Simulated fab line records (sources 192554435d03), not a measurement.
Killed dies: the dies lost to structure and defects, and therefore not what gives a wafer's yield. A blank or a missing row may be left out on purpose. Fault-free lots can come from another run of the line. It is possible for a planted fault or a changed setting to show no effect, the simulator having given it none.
Problem report in the 8D (eight disciplines) form, filled by code | flow n5-finfet | the parts of the form that need people (team, actions taken, sign-off) are left out

1. PROBLEM STATEMENT
wafer_temp_C_max at N5_BEOL_M15_ANNEAL_48 reads a mean of 222.92 on 9 wafers of 3 lots; wafers without a fault read 225.65 with a standard deviation of 0.24. That puts it -11 standard deviations away from the usual mean.
The step: time 90 s.
Seen first at day 13 03:02 on rtp-anneal-01, wafer L478.2. The record has a number at this step for 33 wafers belonging to 11 lots. Rule for "out", or "out of limits": more than 4 standard deviations from the usual mean. All remaining wafers that have a number are taken as sound.

2. WHAT IT IS, WHAT IT ISN'T
question                    | is                     | is not
which readings at this step | wafer_temp_C_max       | -
which lots                  | L478, L479, L480       | L472, L474, L476, L477, L481, L490, L492, L493
which wafers of those lots  | all that have a number | -
read on which tools         | rtp-anneal-01          | rtp-anneal-02
when                        | from day 13 03:02      | up to then (12 sound wafers); but 12 sound wafers of L481, L490, L492, L493 came after

3. THE SUSPECTS, EACH WITH WHAT RULES IT OUT
Counting: a tool at a process step up to the reading stays a suspect if it ran every lot that is out and no sound lot after the first of them.
- rtp-anneal-01 at N5_BEOL_M15_ANNEAL_48 (time 90 s): ruled out as a lasting fault. Following L478 (day 13 03:02), the first lot on it that is out, the sound lots L490 were run on it.
Left after counting: nothing in the record.

4. THE CAUSE (what the simulator had put in)
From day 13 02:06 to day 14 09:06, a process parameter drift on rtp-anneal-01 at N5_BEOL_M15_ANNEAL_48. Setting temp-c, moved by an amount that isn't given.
Counting ruled it out, wrongly.

5. THE CHAIN OF EFFECTS, in route order
Each row: a reading whose mean over the struck wafers that have a number lies more than 3 standard deviations from the usual. Readings are gone through only where the record gives a usual standard deviation; hours: the median, over the lots, of the time from a lot's start at the first step in this table giving one to that lot's start at this step; sigmas: the change measured in usual standard deviations.
hours | step                  | reading          | usual  | on struck wafers | change | sigmas
0     | N5_BEOL_M15_ANNEAL_48 | wafer_temp_C_max | 225.65 | 222.92           | -2.73  | -11
Process steps it contains:
- N5_BEOL_M15_ANNEAL_48: time 90 s.

6. HOW IT WOULD HAVE BEEN CAUGHT EARLIER
In this record the first reading out of limits was taken at day 13 03:02, 1 hour after the fault began at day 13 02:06.
